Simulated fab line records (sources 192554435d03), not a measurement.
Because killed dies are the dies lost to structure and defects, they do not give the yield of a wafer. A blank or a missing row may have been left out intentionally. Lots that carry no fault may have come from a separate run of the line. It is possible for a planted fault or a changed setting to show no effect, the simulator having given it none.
fab line records    flow n5_finfet    part 2 of 2: steps 18 to 26 of 26
record lots=5  wafers=15  last_day=17
route steps=1938 shown BEOL_M3@963
lots untouched by any fault: they come from a run of this same line in which no faults occurred
start_h: start of the lot's first displayed wafer, in hours after the record's first day    wait_h: how many hours have passed since the lot's step before this one    " the same as in the row above    L1.1+2: one row covering several wafers at once    - value missing, or start not given    * or withheld: withheld    < > ~ a bound
route shown NAME@n: NAME is a module with steps in the file, n the number in the route of the first one    usual: average and standard deviation across the fault-free wafers    same: alike in all rows    chamber/n: place in a boat    sites: the reading at each site    _std_site: how widely they spread, as a standard deviation    _edge_site: the outer-site mean with the inner-site mean subtracted    radius_mm: for every site, how far away it sits from the centre of the wafer    mask NAME#n: copy n    behind: the most recent tool/chamber to have shaped the wafer    hold: cause of the lot's hold/its duration in hours/its outcome    device: which transistor (n, p or np) failed to switch    end of line: the tests these same wafers got at the end of their route    where a step has no rows: the recipe by itself    killed: at the first sort, the dies lost to defects and structure; wafer yield is something else    map: a wafer's dies, marking killed ones x, the rest . and places with no die _
set.NAME: the run value of the setting; set.NAME@STEP: its run value at that earlier step    model.NAME: the simulator's own value behind a step, which no gauge read
lots at some steps of the route; a table a step, a row a wafer
services: when a tool's chamber went out of use (start_h, in hours from the record's first day, below 0 if earlier), for how many hours, and the reason
## steps
# step N5_BEOL_M3_TRENCH_ETCH_37
# recipe chemistry=C4F6/O2  target_depth_a=555.55  target=SiOC  time_s=29.2  ion_energy_ev=250  pressure_mtorr=30  source_w=355  bias_w=185  Ar_flow_sccm=300  C4F6_flow_sccm=10  O2_flow_sccm=10
# usual drypump_motor_current_A=5.4/0.42  mfc_ar_sccm=300.1/0.96  oes_product_au=0.83/0.092  rf_vpp_V=673/19  showerhead_plenum_p_Torr=2.84/0.1  throttle_valve_pct=20.9/0.31
lot.wafer  tool         chamber  start_h  wait_h  drypump_motor_current_A  mfc_ar_sccm  oes_product_au  rf_hours_counter_h  rf_vpp_V  showerhead_plenum_p_Torr  throttle_valve_pct
L075.1     rie_diel-04  0        -        -       5.3                      301.0        0.94            17                  680       2.91                      21.0
L075.3     "            1        "        "       5.7                      299.6        0.79            138                 678       2.84                      20.8
L075.4     "            3        "        "       6.4                      300.1        0.75            145                 659       2.85                      21.1
L076.1     rie_diel-04  0        -        -       5.3                      298.8        0.92            18                  679       2.91                      21.0
L076.2     "            2        "        "       4.7                      297.8        0.69            210                 644       2.67                      20.6
L076.3     "            1        "        "       5.6                      301.3        0.79            139                 678       2.84                      20.8
L086.4     rie_diel-03  2        -        -       5.1                      300.9        0.81            119                 656       2.88                      21.0
L086.5     "            0        "        "       5.0                      299.8        0.90            -                   654       3.00                      20.7
L086.6     "            3        "        "       6.2                      299.0        0.82            -                   666       2.81                      21.1
L091.1     rie_diel-04  2        -        -       4.7                      300.5        0.67            244                 644       2.65                      20.7
L091.5     "            1        "        "       5.6                      300.4        0.76            -                   678       2.82                      20.9
L091.6     "            2        "        "       4.7                      300.6        0.68            -                   643       2.65                      20.6
L093.2     rie_diel-01  0        -        -       5.4                      299.5        0.90            33                  693       2.97                      20.6
L093.3     "            2        "        "       5.5                      300.7        0.85            64                  703       2.75                      20.6
L093.4     "            1        "        "       5.1                      299.3        0.70            201                 672       2.74                      21.5
# step N5_BEOL_M3_ETCH_41
# recipe chemistry=CH3F/O2  target=SiCN  target_depth_a=299  taper_deg=2  time_s=52.5  ion_energy_ev=120  mask_material=TiN  pressure_mtorr=30  source_w=395  bias_w=75  Ar_flow_sccm=150  CH3F_flow_sccm=30  O2_flow_sccm=20
# usual drypump_motor_current_A=5.4/0.43  mfc_ar_sccm=150.0/0.48  oes_product_au=0.83/0.092  rf_vpp_V=297.5/1.7  showerhead_plenum_p_Torr=2.00/0.075  throttle_valve_pct=16.30/0.29
lot.wafer  tool         chamber  start_h  wait_h  drypump_motor_current_A  mfc_ar_sccm  oes_product_au  rf_hours_counter_h  rf_vpp_V  showerhead_plenum_p_Torr  throttle_valve_pct
L075.1     rie_diel-04  0        -        -       5.3                      149.6        0.94            17                  297.4     2.05                      16.32
L075.3     "            1        "        "       5.7                      150.9        0.79            138                 298.5     2.00                      16.33
L075.4     "            3        "        "       6.5                      150.6        0.75            145                 297.5     2.00                      16.51
L076.1     rie_diel-04  0        -        -       5.3                      150.0        0.94            18                  297.1     2.04                      16.31
L076.2     "            2        "        "       4.7                      150.3        0.69            210                 294.7     1.87                      16.18
L076.3     "            1        "        "       5.7                      150.7        0.79            139                 295.6     2.00                      16.33
L086.4     rie_diel-03  2        -        -       5.1                      150.8        0.81            119                 298.1     2.02                      16.38
L086.5     "            0        "        "       5.0                      150.1        0.90            -                   300.3     2.12                      16.08
L086.6     "            3        "        "       6.2                      149.3        0.81            -                   297.1     1.97                      16.47
L091.1     rie_diel-04  2        -        -       4.7                      149.9        0.67            244                 294.7     1.86                      16.25
L091.5     "            1        "        "       5.7                      149.8        0.76            -                   297.0     1.99                      16.41
L091.6     "            2        "        "       4.7                      150.9        0.67            -                   296.3     1.86                      16.25
L093.2     rie_diel-01  0        -        -       5.4                      150.1        0.91            33                  298.9     2.10                      16.14
L093.3     "            2        "        "       5.4                      150.1        0.86            64                  296.0     1.93                      16.03
L093.4     "            1        "        "       5.1                      149.7        0.71            201                 296.7     1.92                      16.85
# step N5_BEOL_M3_STRIP_97
# recipe chemistry=N2/H2  time_s=10  power_w=450  temp_c=40  pressure_mtorr=20  rf_frequency_hz=6e+07  bias_power_w=7  n2_flow_sccm=200  h2_flow_sccm=200
# usual drypump_motor_current_A=5.4/0.42  oes_product_au=0.83/0.091  rf_vpp_V=59.2/0.83  showerhead_plenum_p_Torr=2.53/0.098  throttle_valve_pct=23.6/0.4
lot.wafer  tool         chamber  start_h  wait_h  drypump_motor_current_A  oes_product_au  rf_hours_counter_h  rf_vpp_V  showerhead_plenum_p_Torr  throttle_valve_pct
L075.1     rie_diel-04  0        -        -       5.3                      0.93            17                  58.3      2.59                      23.7
L075.3     "            1        "        "       5.6                      0.79            138                 59.8      2.53                      23.5
L075.4     "            3        "        "       6.4                      0.76            145                 59.1      2.56                      24.2
L076.1     rie_diel-04  0        -        -       5.3                      0.93            18                  59.8      2.59                      23.7
L076.2     "            2        "        "       4.7                      0.71            210                 60.4      2.43                      23.9
L076.3     "            1        "        "       5.7                      0.79            139                 60.2      2.53                      23.5
L086.4     rie_diel-03  2        -        -       5.1                      0.81            119                 58.7      2.56                      23.5
L086.5     "            0        "        "       5.0                      0.90            -                   58.7      2.66                      23.1
L086.6     "            3        "        "       6.2                      0.81            -                   59.4      2.47                      23.6
L091.1     rie_diel-04  2        -        -       4.8                      0.68            244                 58.0      2.42                      24.0
L091.5     "            1        "        "       5.7                      0.77            -                   59.4      2.51                      23.6
L091.6     "            2        "        "       4.8                      0.68            -                   58.4      2.42                      24.0
L093.2     rie_diel-01  0        -        -       5.4                      0.92            33                  59.3      2.69                      23.5
L093.3     "            2        "        "       5.4                      0.86            64                  60.3      2.45                      23.5
L093.4     "            1        "        "       5.1                      0.71            201                 59.1      2.40                      24.2
# step N5_BEOL_M3_OCD_MEAS_38
# usual trench_depth_nm=55.5/1.4
lot.wafer  tool    chamber  start_h  wait_h  trench_depth_nm
L075.1     ocd-01  -        182.44   -       56.4
L075.3     "       -        "        "       55.4
L075.4     "       -        "        "       56.3
L076.1     ocd-02  -        187.55   -       55.8
L076.2     "       -        "        "       53.7
L076.3     "       -        "        "       55.0
L086.4     ocd-02  -        237.76   -       56.1
L086.5     "       -        "        "       55.3
L086.6     "       -        "        "       55.7
L091.1     ocd-02  -        278.00   -       53.4
L091.5     "       -        "        "       56.0
L091.6     "       -        "        "       53.0
L093.2     ocd-02  -        283.07   -       56.9
L093.3     "       -        "        "       54.4
L093.4     "       -        "        "       53.5
# step N5_BEOL_M3_HM_STRIP_39
# recipe chemistry=peroxide_tin_strip  material=TiN  target_depth_a=250  temp_c=50  time_s=158
# usual bath_guard_temp_C=50.0/0.62  bath_heat_duty_pct=7.2/0.89
lot.wafer  tool          chamber  start_h  wait_h  bath_guard_temp_C  bath_heat_duty_pct
L075.1     wet_bench-03  6        182.48   0.0     49.5               7.3
L075.3     "             3        "        "       49.7               6.5
L075.4     "             2        "        "       51.0               7.5
L076.1     wet_bench-03  7        187.59   0.0     50.3               7.8
L076.2     "             1        "        "       49.6               7.4
L076.3     "             2        "        "       50.8               9.0
L086.4     wet_bench-01  5        237.79   0.0     49.8               7.5
L086.5     "             3        "        "       49.3               5.6
L086.6     "             7        "        "       49.8               6.8
L091.1     wet_bench-01  3        278.03   0.0     49.1               6.1
L091.5     "             5        "        "       49.9               8.1
L091.6     "             4        "        "       49.5               7.6
L093.2     wet_bench-01  1        283.11   0.0     49.3               6.1
L093.3     "             5        "        "       50.3               8.1
L093.4     "             3        "        "       49.2               7.0
# step N5_BEOL_M3_SRD_40
# recipe time_s=30  temp_c=23  rinse_liquid=diw  dry=ipa_marangoni
# usual bath_heat_duty_pct=3.6/0.61
lot.wafer  tool          chamber  start_h  wait_h  bath_heat_duty_pct
L075.1     wet_bench-03  6        182.52   0.0     3.8
L075.3     "             3        "        "       3.5
L075.4     "             2        "        "       4.0
L076.1     wet_bench-03  7        187.63   0.0     4.2
L076.2     "             1        "        "       4.5
L076.3     "             2        "        "       4.9
L086.4     wet_bench-01  5        237.84   0.0     3.8
L086.5     "             3        "        "       3.7
L086.6     "             7        "        "       3.9
L091.1     wet_bench-01  3        278.08   0.0     3.1
L091.5     "             5        "        "       3.5
L091.6     "             4        "        "       4.2
L093.2     wet_bench-01  1        283.15   0.0     3.0
L093.3     "             5        "        "       4.7
L093.4     "             3        "        "       3.0
# step N5_BEOL_M3_PRECLEAN_42
# recipe chemistry=residue_remover  time_s=60  temp_c=40
# usual bath_guard_temp_C=40.0/0.56  bath_heat_duty_pct=4.5/0.68
lot.wafer  tool          chamber  start_h  wait_h  bath_guard_temp_C  bath_heat_duty_pct
L075.1     wet_bench-03  6        182.54   0.0     39.6               4.5
L075.3     "             3        "        "       40.1               4.2
L075.4     "             2        "        "       40.7               5.6
L076.1     wet_bench-03  7        187.65   0.0     40.8               5.7
L076.2     "             1        "        "       39.8               4.7
L076.3     "             2        "        "       40.8               5.1
L086.4     wet_bench-01  5        237.86   0.0     39.9               4.9
L086.5     "             3        "        "       39.5               5.5
L086.6     "             7        "        "       40.2               3.9
L091.1     wet_bench-01  3        278.10   0.0     39.5               4.4
L091.5     "             5        "        "       39.9               4.4
L091.6     "             4        "        "       39.5               5.3
L093.2     wet_bench-01  1        283.17   0.0     39.1               4.3
L093.3     "             5        "        "       39.9               5.4
L093.4     "             3        "        "       39.6               3.4
# step N5_BEOL_M3_SRD_43
# recipe time_s=30  temp_c=23  rinse_liquid=diw  dry=ipa_marangoni
# usual bath_heat_duty_pct=3.7/0.57
lot.wafer  tool          chamber  start_h  wait_h  bath_heat_duty_pct
L075.1     wet_bench-03  6        182.56   0.0     3.8
L075.3     "             3        "        "       4.2
L075.4     "             2        "        "       3.4
L076.1     wet_bench-03  7        187.67   0.0     4.2
L076.2     "             1        "        "       4.1
L076.3     "             2        "        "       4.2
L086.4     wet_bench-01  5        237.87   0.0     4.4
L086.5     "             3        "        "       2.4
L086.6     "             7        "        "       3.7
L091.1     wet_bench-01  3        278.12   0.0     3.7
L091.5     "             5        "        "       4.1
L091.6     "             4        "        "       3.8
L093.2     wet_bench-01  1        283.19   0.0     3.2
L093.3     "             5        "        "       4.5
L093.4     "             3        "        "       2.7
# step N5_BEOL_M3_CD_MEAS_35
# recipe target_cd_nm=18  target_cd_y_nm=21  polarity=opening
# usual cd_nm=18.2/0.47
lot.wafer  tool       chamber  start_h  wait_h  cd_nm
L075.1     cd_sem-02  -        182.60   0.0     18.1
L075.3     "          -        "        "       18.8
L075.4     "          -        "        "       18.4
L076.1     cd_sem-01  -        187.71   0.0     17.6
L076.2     "          -        "        "       17.7
L076.3     "          -        "        "       18.2
L086.4     cd_sem-01  -        237.92   0.0     18.6
L086.5     "          -        "        "       18.7
L086.6     "          -        "        "       18.4
L091.1     cd_sem-01  -        278.16   0.0     18.5
L091.5     "          -        "        "       18.9
L091.6     "          -        "        "       18.6
L093.2     cd_sem-02  -        283.23   0.0     17.6
L093.3     "          -        "        "       17.9
L093.4     "          -        "        "       18.2
## services
tool            chamber  start_h  hours  kind
rie_diel-04     0        152.81   8.1    repair
rie_diel-01     0        153.30   -      clean
rie_diel-01     0        153.30   -      consumable_replace:focus_ring
euv_scanner-02  -        153.76   1.0    repair
euv_scanner-02  -        160.28   1.0    pm
euv_scanner-01  -        161.29   1.0    pm
rie_diel-04     -        167.56   0.5    repair
wet_bench-01    -        176.12   3.6    repair
euv_scanner-01  -        176.91   5.8    pm
ald_sin-01      -        177.04   14.0   pm
ald_sin-02      -        191.13   14.6   pm
ald_sin-02      0        210.93   13.8   repair
euv_scanner-02  -        216.43   1.0    pm
euv_scanner-01  -        217.44   1.0    pm
euv_scanner-01  -        222.15   4.6    pm
rie_diel-01     0        223.37   15.1   repair
rie_diel-01     3        232.64   22.4   repair
euv_scanner-02  -        236.78   4.6    pm
rie_diel-03     -        244.35   28.1   pm
euv_scanner-02  -        272.58   1.0    pm
euv_scanner-01  -        273.59   1.0    pm
euv_scanner-02  -        274.56   0.1    repair
euv_scanner-01  -        277.82   1.3    repair
euv_scanner-02  -        280.02   5.0    repair
